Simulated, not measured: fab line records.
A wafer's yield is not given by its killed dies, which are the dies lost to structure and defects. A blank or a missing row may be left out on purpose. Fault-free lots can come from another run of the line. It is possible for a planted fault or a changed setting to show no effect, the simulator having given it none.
A struck lot beside a sound one ; flow nand-harc ; 15 steps out of a route of 1302
Sound: these wafers, L625.3, L625.5, L625.6. The struck wafers were L634.1, L634.2, L634.4. The cause comes at the end.
At each step with rows: each side's tool, then ch and its chambers, then its first start. Under that, the readings that differ: sound wafers ; struck wafers ; difference of the means ; sigmas: that difference in standard deviations of wafers without a fault.
alike: readings whose means differ by less than 2 such deviations, and words and numbers that are the same on both sides. not compared: withheld readings, readings that some wafer has no value for, bounds like >300 that may hide the same value, and numbers for which the record gives no deviation and whose values overlap.
The two part at a step that has a row with sigmas, a row that says differs or no value, or rows on one side only. Numbers that have no deviation but don't overlap get no sigmas and don't part them. A reading missing from all wafers of one side parts the sides only when that side holds two or more wafers.

first, 1 step without rows for these wafers: NHARC_A_ONON_D1_DEP_12 (target thk 1000 nm).
NHARC_A_ONON_D1_THK_MEAS_14: measures by ellipsometry.
  sound: film-metro-02 at day 10 06:04; struck: film-metro-01 at day 14 02:56
  alike: thk-nm
then, 2 steps without rows for these wafers: NHARC_A_ONON_D1_ANNEAL_15 (time 3600 s); NHARC_A_ONON_D1_DEP_16 (target thk 1000 nm).
NHARC_A_ONON_D1_THK_MEAS_18: measures by ellipsometry.
  sound: film-metro-02 at day 10 18:39; struck: film-metro-02 at day 14 11:34
reading;sound;struck;difference;sigmas
thk-nm (nm);986 983 983;1006 1006 1008;+23;+2
next comes 1 step that has no rows for these wafers: NHARC_A_ONON_D1_DEP_19 (target thickness 1000 nm).
NHARC_A_ONON_D1_THK_MEAS_21: measures by ellipsometry.
  sound: film-metro-02 at day 10 19:13; struck: film-metro-02 at day 14 12:16
  alike: thk-nm
next comes 1 step that has no rows for these wafers: NHARC_A_ONON_D1_DEP_22 (target thickness 1000 nm).
NHARC_A_ONON_D1_THK_MEAS_24: measures by ellipsometry.
  sound: film-metro-01 at day 10 19:47; struck: film-metro-01 at day 14 12:49
  alike: thk-nm
next comes 1 step that has no rows for these wafers: NHARC_A_ONON_D1_DEP_25 (target thickness 1000 nm).
NHARC_A_ONON_D1_THK_MEAS_27: measures by ellipsometry.
  sound: film-metro-02 at day 10 20:20; struck: film-metro-01 at day 14 13:23
  alike: thk-nm
NHARC_A_ONON_D1_DEP_28: target thk 1000 nm.
  sound on pecvd-onon-04 ch 0, day 10 20:31; struck on pecvd-onon-04 ch 0, day 14 13:26
  alike: n2-flow-sccm
NHARC_A_ONON_D1_THK_MEAS_30: measures by ellipsometry.
  sound: film-metro-01 at day 10 20:55; struck: film-metro-02 at day 14 13:58
reading;sound;struck;difference;sigmas
thk-nm (nm);1018 1018 1018;1726 1724 1727;+708;+72
NHARC_A_ONON_D1_DEP_33: deposits SiO2, target thk 200 nm.
  sound on pecvd-01 ch 0,2, day 10 21:04; struck on pecvd-02 ch 0,1, day 14 14:01
  alike: heater-power-w, throttle-valve-pct
-- break in the record here, with 16 days between the starts of the struck wafers on either side (left off in module A_ONON_D1, picked up again in module END, where the first step shown is number 1302 on the route) --
NHARC_END_SORT_01:
  the record has rows for the struck wafers here (prober-02 ch 0, day 30 11:11) and none for the sound ones

== WHERE THEY PART ==
First at NHARC_A_ONON_D1_THK_MEAS_18; last, within this record, at NHARC_END_SORT_01.

WHY: whatever the simulator had introduced
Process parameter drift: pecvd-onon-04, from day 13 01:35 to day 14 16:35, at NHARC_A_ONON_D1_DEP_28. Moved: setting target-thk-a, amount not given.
